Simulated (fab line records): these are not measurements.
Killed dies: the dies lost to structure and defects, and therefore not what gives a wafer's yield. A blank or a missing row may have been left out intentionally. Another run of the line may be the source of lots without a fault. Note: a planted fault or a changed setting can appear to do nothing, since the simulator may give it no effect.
Which tool did it?	flow nand_harc	Sampling: 11 lots, 33 wafers, 6 of 1159 route steps

## WHAT THE GAUGES READ, wafer by wafer
NHARC_P_ZERO_WELL_CD_MEAS_24 targets a cd of 720 nm.
lot	measured	on	cd_nm (nm)
L306	day 1 14:35	cd_sem-01	720.0 720.6 719.1
L309	day 2 08:27	cd_sem-01	717.6 719.6 721.3
L311	day 2 20:35	cd_sem-02	717.1 719.1 718.6
L312	day 3 02:29	cd_sem-03	720.5 723.9 717.1
L313	day 3 08:35	cd_sem-03	720.2 721.2 721.3
L314	day 3 14:28	cd_sem-01	719.0 721.2 719.0
L316	day 4 02:38	cd_sem-01	715.9 719.4 715.8
L317	day 4 08:28	cd_sem-02	720.1 719.1 718.7
L319	day 4 20:32	cd_sem-01	720.7 719.3 716.9
L322	day 5 14:35	cd_sem-02	720.5 718.5 719.4
L329	day 7 08:20	cd_sem-01	720.5 723.0 718.0

NHARC_P_STI_CD_MEAS_09 targets a cd of 200 nm.
lot	measured	on	cd_nm (nm)
L306	day 2 07:23	cd_sem-02	196 198 198
L309	day 3 04:41	cd_sem-03	201 207 198
L311	day 3 14:05	cd_sem-02	208 209 205
L312	day 3 22:50	cd_sem-01	199 198 201
L313	day 4 04:58	cd_sem-03	203 208 200
L314	day 4 11:27	cd_sem-02	202 204 202
L316	day 4 19:41	cd_sem-03	196 199 196
L317	day 5 05:34	cd_sem-02	194 197 198
L319	day 5 16:48	cd_sem-02	196 196 198
L322	day 6 11:08	cd_sem-03	230 231 229
L329	day 8 04:35	cd_sem-03	200 198 200

NHARC_P_STI_OCD_MEAS_17.
lot	measured	on	trench_depth_nm (nm)	trench_foot_cd_nm (nm)
L306	day 2 08:11	ocd-02	307 299 301	152 156 155
L309	day 3 05:29	ocd-01	296 303 303	161 164 156
L311	day 3 14:53	ocd-01	304 292 296	166 169 164
L312	day 3 23:37	ocd-02	300 304 304	157 156 158
L313	day 4 05:45	ocd-01	294 298 292	161 166 160
L314	day 4 12:19	ocd-01	297 296 299	160 162 160
L316	day 4 20:28	ocd-02	300 294 295	154 159 154
L317	day 5 06:21	ocd-01	293 295 295	154 156 157
L319	day 5 17:35	ocd-02	298 306 302	155 154 155
L322	day 6 11:56	ocd-01	299 306 299	188 188 187
L329	day 8 05:23	ocd-02	306 301 301	157 156 158

## TOOL THAT RAN EACH LOT (tool first, then ch and the chambers of the sampled wafers, then the start)
lot	NHARC_P_ZERO_WELL_DESCUM_26	NHARC_P_ZERO_WELL_DESCUM_39	NHARC_P_STI_EXPOSE_06
L306	rie_diel-05 ch 1,2,3, day 1 14:45	rie_diel-13 ch 0,2, day 1 16:24	krf_scanner-02 ch 0, day 2 07:14
L309	rie_diel-04 ch 2,3, day 2 08:37	rie_diel-05 ch 0,2, day 2 10:15	krf_scanner-01 ch 0, day 3 04:32
L311	rie_diel-13 ch 0,1, day 2 20:45	rie_diel-04 ch 0,2,3, day 2 22:25	krf_scanner-02 ch 0, day 3 13:56
L312	rie_diel-04 ch 1,2,3, day 3 02:40	rie_diel-04 ch 0,3, day 3 04:17	krf_scanner-02 ch 0, day 3 22:41
L313	rie_diel-13 ch 0,2,3, day 3 08:46	rie_diel-04 ch 2,3, day 3 10:23	krf_scanner-01 ch 0, day 4 04:49
L314	rie_diel-05 ch 1,2,3, day 3 14:39	rie_diel-04 ch 2,3, day 3 16:17	krf_scanner-01 ch 0, day 4 11:17
L316	rie_diel-13 ch 1,2,3, day 4 02:48	rie_diel-05 ch 0,1, day 4 04:25	krf_scanner-01 ch 0, day 4 19:32
L317	rie_diel-04 ch 0,2,3, day 4 08:37	rie_diel-13 ch 1,2,3, day 4 10:11	krf_scanner-01 ch 0, day 5 05:25
L319	rie_diel-13 ch 0,2,3, day 4 20:43	rie_diel-04 ch 1,2,3, day 4 22:20	krf_scanner-02 ch 0, day 5 16:39
L322	rie_diel-13 ch 0,3, day 5 14:45	rie_diel-13 ch 0,1,3, day 5 16:25	krf_scanner-01 ch 0, day 6 10:59
L329	rie_diel-04 ch 0,1,3, day 7 08:32	rie_diel-04 ch 1,2,3, day 7 10:10	krf_scanner-02 ch 0, day 8 04:26
- NHARC_P_ZERO_WELL_DESCUM_26: chemistry O2, time 3 s.
- NHARC_P_ZERO_WELL_DESCUM_39: chemistry O2, time 3 s.
- NHARC_P_STI_EXPOSE_06: exposes mask P STI, target cd 200 nm.

## WHAT THE TOOLS THEMSELVES READ (means of the sampled wafers that have a number; where no wafer has one, the mark that the record gives instead)
NHARC_P_ZERO_WELL_DESCUM_26.
lot	tool	drypump_motor_current_A (A)	oes_product_au (a.u.)	rf_vpp_V (V)	showerhead_plenum_p_Torr (Torr)	throttle_valve_pct (%)
L306	rie_diel-05	5.8	1.011	58.1	1.88	11.317
L309	rie_diel-04	5.8	0.992	58.2	1.90	11.319
L311	rie_diel-13	5.8	1.002	58.4	1.93	11.311
L312	rie_diel-04	5.7	0.994	58.2	1.98	11.310
L313	rie_diel-13	6.0	1.019	58.1	1.84	11.316
L314	rie_diel-05	5.8	1.002	58.0	1.88	11.321
L316	rie_diel-13	5.9	1.002	58.1	1.91	11.306
L317	rie_diel-04	5.8	0.998	57.5	1.95	11.300
L319	rie_diel-13	6.0	1.014	58.7	1.84	11.319
L322	rie_diel-13	5.9	1.008	57.5	1.85	11.324
L329	rie_diel-04	5.7	1.014	59.4	2.02	11.316

NHARC_P_ZERO_WELL_DESCUM_39.
lot	tool	drypump_motor_current_A (A)	oes_product_au (a.u.)	rf_vpp_V (V)	showerhead_plenum_p_Torr (Torr)	throttle_valve_pct (%)
L306	rie_diel-13	6.0	1.025	56.4	1.79	11.319
L309	rie_diel-05	6.1	1.005	57.9	1.90	11.306
L311	rie_diel-04	5.8	0.992	57.1	1.95	11.302
L312	rie_diel-04	5.6	0.999	57.7	2.01	11.324
L313	rie_diel-04	5.8	1.004	58.1	1.90	11.320
L314	rie_diel-04	5.5	1.000	58.2	1.96	11.314
L316	rie_diel-05	6.6	0.993	57.7	1.91	11.306
L317	rie_diel-13	5.9	1.013	58.2	1.91	11.309
L319	rie_diel-04	5.7	0.990	57.7	1.97	11.316
L322	rie_diel-13	5.9	0.994	57.9	1.91	11.309
L329	rie_diel-04	5.7	1.008	57.7	1.97	11.316

NHARC_P_STI_EXPOSE_06.
lot	tool	focus_offset_nm (nm)	stage_vel_mm_s (mm/s)
L306	krf_scanner-02	-0.8	499.79
L309	krf_scanner-01	-0.3	499.80
L311	krf_scanner-02	0.1	500.34
L312	krf_scanner-02	-0.3	500.04
L313	krf_scanner-01	-0.3	499.91
L314	krf_scanner-01	0.3	499.94
L316	krf_scanner-01	0.1	500.08
L317	krf_scanner-01	0.5	499.98
L319	krf_scanner-02	-0.2	500.04
L322	krf_scanner-01	0.1	500.21
L329	krf_scanner-02	-0.6	499.88

## THE ANSWER, worked out from the rows above alone
Rule: what is usual is taken from the lots themselves. The widest of any qualifying gaps counts: lots, ordered by their means at a reading, are off when they make up no more than a third of the lots, leave a main group of 4 or more, and stand apart from it by 3 or more times the standard deviation of that group's means. A main group is skipped when, at the precision printed for the reading in the tables above, its means are all equal. Also off: a lot with no number at a reading for which 4 or more lots have one. The other lots that the step has rows for count as sound. First the gauges in route order, then the tools' own readings, where a lot's mean is used as printed above. At the first step where some lot is off, the reading lying furthest off is the one used; lots without a number count as furthest.
Off at NHARC_P_STI_CD_MEAS_09 (cd_nm): L322. Mean 200 nm and standard deviation 3.5 in the main group.
A tool fits if, at a process step before that reading, it ran every lot that is off, and no sound lot after the first of them. The gauges at NHARC_P_STI_CD_MEAS_09 aren't tried: what is off there is off at NHARC_P_STI_OCD_MEAS_17 too, on other tools, and a gauge's error can't cause that. Can't be told from this: 2 tools fit, rie_diel-13 at NHARC_P_ZERO_WELL_DESCUM_26 and NHARC_P_ZERO_WELL_DESCUM_39, krf_scanner-01 at NHARC_P_STI_EXPOSE_06.

## WHAT THE SIMULATOR HAD PUT IN
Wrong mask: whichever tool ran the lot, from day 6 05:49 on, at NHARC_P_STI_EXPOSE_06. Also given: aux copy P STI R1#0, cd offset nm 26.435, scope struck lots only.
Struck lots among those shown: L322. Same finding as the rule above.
